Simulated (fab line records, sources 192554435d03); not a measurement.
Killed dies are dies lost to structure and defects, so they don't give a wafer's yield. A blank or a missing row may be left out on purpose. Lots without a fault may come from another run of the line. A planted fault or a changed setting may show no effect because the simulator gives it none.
Which tool did it? | flow n5_finfet | 12 lots, 36 wafers sampled, at 2 steps of a route of 1938

WHAT THE GAUGES READ, wafer by wafer
N5_GATE_CUT_INSPECT_26: inspects for defects (darkfield).
lot  | measured     | on                | raw_defect_count
L075 | day 4 22:29  | defect_inspect-01 | 30 22 34
L077 | day 5 11:28  | defect_inspect-02 | 22 32 27
L079 | day 5 21:13  | defect_inspect-02 | 19 42 25
L081 | day 6 08:53  | defect_inspect-02 | 22 34 30
L083 | day 6 21:34  | defect_inspect-02 | 47 36 28
L085 | day 7 12:43  | defect_inspect-02 | 54 76 31
L088 | day 8 03:22  | defect_inspect-02 | 58 41 25
L089 | day 8 11:36  | defect_inspect-01 | 26 59 39
L091 | day 9 01:49  | defect_inspect-01 | 21 33 32
L092 | day 9 13:13  | defect_inspect-01 | 53 31 29
L095 | day 10 00:27 | defect_inspect-01 | 37 34 48
L097 | day 10 16:23 | defect_inspect-01 | 50 54 67

WHICH TOOL RAN EACH LOT (tool, then ch and the chambers of the sampled wafers, then the start)
lot  | N5_GATE_CUT_CMP_61
L075 | cmp-03 ch 1,2, day 4 22:17
L077 | cmp-04 ch 1,2,3, day 5 11:17
L079 | cmp-01 ch 0,2,3, day 5 20:59
L081 | cmp-03 ch 0,3, day 6 08:40
L083 | cmp-04 ch 0,1,2, day 6 21:20
L085 | cmp-03 ch 2,3, day 7 12:29
L088 | cmp-01 ch 1,3, day 8 03:09
L089 | cmp-04 ch 0,1, day 8 11:23
L091 | cmp-04 ch 1,2,3, day 9 01:35
L092 | cmp-03 ch 0,1,3, day 9 12:59
L095 | cmp-01 ch 1,2,3, day 10 00:17
L097 | cmp-03 ch 0,1,2, day 10 16:11
- N5_GATE_CUT_CMP_61: polishes, stops on SiNx, t overpolish 3 s.

THE ANSWER, worked out from the rows above alone
Rule: what is usual is taken from the lots themselves. Put in order of their means at a reading, lots are off if they are a third of the lots or fewer, leave a main group of 4 or more, and stand apart from it by a gap of 3 or more times the standard deviation of the main group's means; of several such gaps the widest counts. A main group whose means are all the same, to the digits that the tables above print for the reading, isn't used. A lot without any number at a reading at which 4 lots or more have one is off too. The other lots that the step has rows for count as sound.
No lot is off at any reading shown: from this, nothing can be told.

WHAT THE SIMULATOR HAD PUT IN
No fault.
